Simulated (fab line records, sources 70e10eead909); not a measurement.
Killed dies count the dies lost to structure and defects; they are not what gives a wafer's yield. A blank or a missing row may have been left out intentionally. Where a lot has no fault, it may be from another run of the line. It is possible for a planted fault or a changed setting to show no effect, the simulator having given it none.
The tool behind it: which one? + flow nandHarc + Sampling: 11 lots, 33 wafers, 3 of 1302 route steps

== WHAT EACH GAUGE READ, for each wafer ==
NHARC_P_STI_OCD_MEAS_17.
| lot  | measured     | on     | trenchDepthNm (nm) |
|------|--------------|--------|--------------------|
| L319 | day 3 07:38  | ocd-02 | 303 300 299        |
| L320 | day 3 18:47  | ocd-01 | 295 294 301        |
| L327 | day 6 16:40  | ocd-02 | 307 430 300        |
| L330 | day 7 19:13  | ocd-02 | 419 418 306        |
| L331 | day 8 05:44  | ocd-02 | 301 304 299        |
| L334 | day 9 12:19  | ocd-02 | 305 306 303        |
| L336 | day 10 10:41 | ocd-01 | 296 299 301        |
| L338 | day 11 05:39 | ocd-02 | 303 305 309        |
| L339 | day 11 14:16 | ocd-02 | 301 306 312        |
| L340 | day 12 01:32 | ocd-02 | 307 299 304        |
| L341 | day 12 12:33 | ocd-02 | 300 311 305        |

== TOOL THAT RAN EACH LOT (tool first, then ch and the chambers of the sampled wafers, then the start) ==
| lot  | NHARC_P_ZERO_WELL_DESCUM_13       | NHARC_P_STI_ETCH_15             |
|------|-----------------------------------|---------------------------------|
| L319 | rieDiel-04 ch 1,3, day 2 07:32    | rieSi-04 ch 2,3, day 3 07:22    |
| L320 | rieDiel-08 ch 0,2,3, day 2 19:44  | rieSi-05 ch 2,3, day 3 18:32    |
| L327 | rieDiel-11 ch 0,2,3, day 5 15:22  | rieSi-04 ch 0,1,3, day 6 16:26  |
| L330 | rieDiel-04 ch 1,3, day 6 21:17    | rieSi-04 ch 0,2,3, day 7 18:59  |
| L331 | rieDiel-08 ch 1,2,3, day 7 07:24  | rieSi-01 ch 2,3, day 8 05:29    |
| L334 | rieDiel-08 ch 2,3, day 8 13:25    | rieSi-01 ch 1,2, day 9 12:04    |
| L336 | rieDiel-04 ch 2,3, day 9 09:25    | rieSi-05 ch 1,2,3, day 10 10:29 |
| L338 | rieDiel-04 ch 0,2,3, day 10 05:25 | rieSi-04 ch 1,2,3, day 11 05:24 |
| L339 | rieDiel-08 ch 0,1, day 10 15:16   | rieSi-01 ch 1,2,3, day 11 14:01 |
| L340 | rieDiel-11 ch 0,1,2, day 11 01:25 | rieSi-04 ch 1,2,3, day 12 01:19 |
| L341 | rieDiel-08 ch 0,1,2, day 11 11:25 | rieSi-01 ch 0,1, day 12 12:18   |
- NHARC_P_ZERO_WELL_DESCUM_13: chemistry O2, time 3 s.
- NHARC_P_STI_ETCH_15: etches the open film in HBr/Cl2, target depth 300 nm, time 100.1 s.

== THE ANSWER, worked out from the rows above alone ==
Rule: the usual values come from the lots themselves. Put in order of their means at a reading, lots are off if they are a third of the lots or fewer, leave a main group of 4 or more, and stand apart from it by a gap of 3 or more times the standard deviation of the main group's means; of several such gaps the widest counts. If all means in a main group match to the digits the tables above print for the reading, that group is not used. Also off: a lot with no number at a reading for which 4 or more lots have one. Where the step has rows for the other lots, those lots are counted as sound.
Off: L327, L330, at NHARC_P_STI_OCD_MEAS_17 (trenchDepthNm). The main group has a mean of 303 nm with a standard deviation of 3.2.
A tool fits if, at a process step before that reading, it ran every lot that is off, and no sound lot after the first of them. The gauges at NHARC_P_STI_OCD_MEAS_17 are tried like those tools. Not one of the candidates tried fits.

== WHAT HAD BEEN PUT IN BY THE SIMULATOR ==
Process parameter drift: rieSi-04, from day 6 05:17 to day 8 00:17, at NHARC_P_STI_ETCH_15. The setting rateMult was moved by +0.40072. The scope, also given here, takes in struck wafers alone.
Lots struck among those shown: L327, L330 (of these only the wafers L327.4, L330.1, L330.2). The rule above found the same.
